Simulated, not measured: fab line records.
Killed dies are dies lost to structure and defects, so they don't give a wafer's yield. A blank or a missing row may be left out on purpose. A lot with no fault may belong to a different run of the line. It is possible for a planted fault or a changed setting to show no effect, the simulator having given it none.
Matching of chambers + flow nandHarc + NHARC_A_CONTACT_DESCUM_74 on rieDiel-12: 4 sister chambers
The step chemistry O2, time 3 s. 4 wafers are shown with their chamber, then 12 later ones without.

WAFERS, EACH WITH ITS CHAMBER
| wafer  | chamber | drypumpMotorCurrentA (A) |
|--------|---------|--------------------------|
| L086.2 | 2       | 5.1                      |
| L091.2 | 0       | 5.5                      |
| L091.3 | 1       | 5.8                      |
| L091.4 | 3       | 6.5                      |

WAFERS WITHOUT THEIR CHAMBER
| wafer  | drypumpMotorCurrentA (A) |
|--------|--------------------------|
| L093.2 | 5.1                      |
| L093.3 | 5.8                      |
| L093.4 | 5.5                      |
| L095.1 | 5.8                      |
| L095.2 | 5.4                      |
| L095.4 | 6.5                      |
| L096.1 | 5.5                      |
| L096.3 | 6.5                      |
| L096.6 | 5.1                      |
| L097.1 | 5.0                      |
| L097.2 | 5.5                      |
| L097.5 | 5.5                      |

THE CHAMBER EACH PASSED THROUGH
| wafer  | from the rows above | in truth |
|--------|---------------------|----------|
| L093.2 | 2                   | 2        |
| L093.3 | 1                   | 1        |
| L093.4 | 0                   | 0        |
| L095.1 | 1                   | 1        |
| L095.2 | 0                   | 0        |
| L095.4 | 3                   | 3        |
| L096.1 | 0                   | 0        |
| L096.3 | 3                   | 3        |
| L096.6 | 2                   | 2        |
| L097.1 | 2                   | 2        |
| L097.2 | 0                   | 0        |
| L097.5 | 0                   | 0        |
Correctly placed: 12 of 12. Number that these rows cannot place: 0. Wrongly placed: 0.
How it was worked out, from the rows above alone: a wafer's distance from a chamber is the root of the sum, over the readings, of the square of ((its reading less the chamber's mean) divided by the reading's scatter). If the next closest chamber is less than 2 further off than the closest, the wafer can't be placed; otherwise it belongs to the closest. A chamber's mean is the mean of its shown wafers. The scatter: root of mean squared gap, hidden wafer to nearest shown wafer, with one shown wafer a chamber.
